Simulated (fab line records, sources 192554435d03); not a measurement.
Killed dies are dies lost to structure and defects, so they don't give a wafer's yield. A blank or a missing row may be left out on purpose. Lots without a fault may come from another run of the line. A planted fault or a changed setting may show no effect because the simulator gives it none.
Split-lot experiment | flow n5_finfet | 7 lots, 21 wafers read, on a route of 1938 steps

THE SPLIT
At N5_BEOL_M0_SAQP_PECVD_97 (deposits SiNx from SiH4/NH3/N2, target thk 23 nm, time 19.9 s), the setting time_s was moved away from the recipe's 19.9 s on 5 of the 21 wafers read, by +7.3% to +13.3%. The other wafers ran this setting at the recipe's value.

The reading is taken at the split's own step.

THE READING
SiNx_of_BEOL_M0_SAQP_PECVD_97.thk_nm (the simulator's own value, which no gauge read), in nm, at N5_BEOL_M0_SAQP_PECVD_97 (deposits SiNx from SiH4/NH3/N2, target thk 23 nm, time 19.9 s). The file gives no usual value for it. The 16 wafers here that ran the recipe average 23.1 nm, standard deviation 0.28 nm.

wafer  | tool, chamber at the split | time_s as run, s | against the recipe | SiNx_of_BEOL_M0_SAQP_PECVD_97.thk_nm, nm | against lot-mates on the recipe
L076.2 | pecvd-03, 0                | 21.99            | +10.5%             | 25.2                                     | +2.2
L076.4 | pecvd-03, 0                | 19.9             | recipe             | 22.8                                     | -
L076.6 | pecvd-03, 2                | 19.9             | recipe             | 23.2                                     | -
L078.1 | pecvd-03, 0                | 19.9             | recipe             | 23.2                                     | -
L078.3 | pecvd-03, 2                | 19.9             | recipe             | 23                                       | -
L078.6 | pecvd-03, 0                | 19.9             | recipe             | 23.4                                     | -
L079.2 | pecvd-01, 1                | 22.54            | +13.3%             | 26                                       | +2.6
L079.5 | pecvd-01, 1                | 19.9             | recipe             | 23.4                                     | -
L079.6 | pecvd-01, 2                | 22.54            | +13.3%             | 26.2                                     | +2.8
L083.3 | pecvd-03, 2                | 19.9             | recipe             | 22.6                                     | -
L083.5 | pecvd-03, 0                | 19.9             | recipe             | 23.2                                     | -
L083.6 | pecvd-03, 2                | 19.9             | recipe             | 23.4                                     | -
L086.1 | pecvd-01, 0                | 21.44            | +7.7%              | 24.8                                     | +1.5
L086.5 | pecvd-01, 0                | 19.9             | recipe             | 23.2                                     | -
L086.6 | pecvd-01, 2                | 19.9             | recipe             | 23.4                                     | -
L094.2 | pecvd-02, 0,2              | 19.9             | recipe             | 22.6                                     | -
L094.3 | pecvd-02, 0,2              | 19.9             | recipe             | 22.6                                     | -
L094.6 | pecvd-02, 1                | 19.9             | recipe             | 23.2                                     | -
L096.2 | pecvd-03, 0                | 21.36            | +7.3%              | 24.4                                     | +1.2
L096.5 | pecvd-03, 1,2              | 19.9             | recipe             | 23.2                                     | -
L096.6 | pecvd-03, 1,2              | 19.9             | recipe             | 23.2                                     | -
Where a row lists several chambers, the file gives one row for several wafers and doesn't say which wafer went through which chamber.

THE FIT
A straight line over all 21 wafers: SiNx_of_BEOL_M0_SAQP_PECVD_97.thk_nm changes by +0.217 nm for each +1% of time_s; r = +0.97; the points scatter about the line by 0.28 nm.
The same after taking each lot's own level away (the mean of its wafers on the recipe; 21 wafers): +0.201 nm for each +1%; r = +0.98; scatter 0.21 nm.
On that fit, the largest move of time_s shifts the reading by 2.7 nm.
The lots' own levels span 22.80 to 23.40 nm, that is 2.1 times the standard deviation above.
So the lot-to-lot level changes the slope little: the two slopes agree.
Check: with one of the wafers moved furthest among these (+13.3%) left out of the fit, the line predicts +2.68 nm for it against its lot-mates. It came out at +2.6 nm against them.

OTHER SPLITS ON THESE WAFERS
These wafers also went through other splits before the reading. Each is held against what the fit with the lots' levels taken away leaves over:
other split on the same wafers        | wafers away from the commonest value | r with SiNx_of_BEOL_M0_SAQP_PECVD_97.thk_nm (lot level and that fit taken away)
N5_ILD0_CMP_03 down_force_psi         | 8                                    | +0.15
N5_ILD0_CMP_12 down_force_psi         | 9                                    | +0.24
N5_GATE_CUT_DESCUM_18 time_s          | 4                                    | -0.07
N5_GATE_CUT_ETCH_37 bias_w            | 7                                    | -0.03
N5_GATE_CUT_ALD_22 ald_cycles         | 10                                   | -0.04
N5_MOL_CONTACT_COAG_ALD_27 time_s     | 7                                    | +0.25
N5_MOL_CONTACT_COAG_EXPOSE_81 dose_mj | 8                                    | +0.28

THE FILE'S OWN FIT
SiNx_of_BEOL_M0_SAQP_PECVD_97.thk_nm changes by +0.198 nm for each +1% of time_s, r = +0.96.
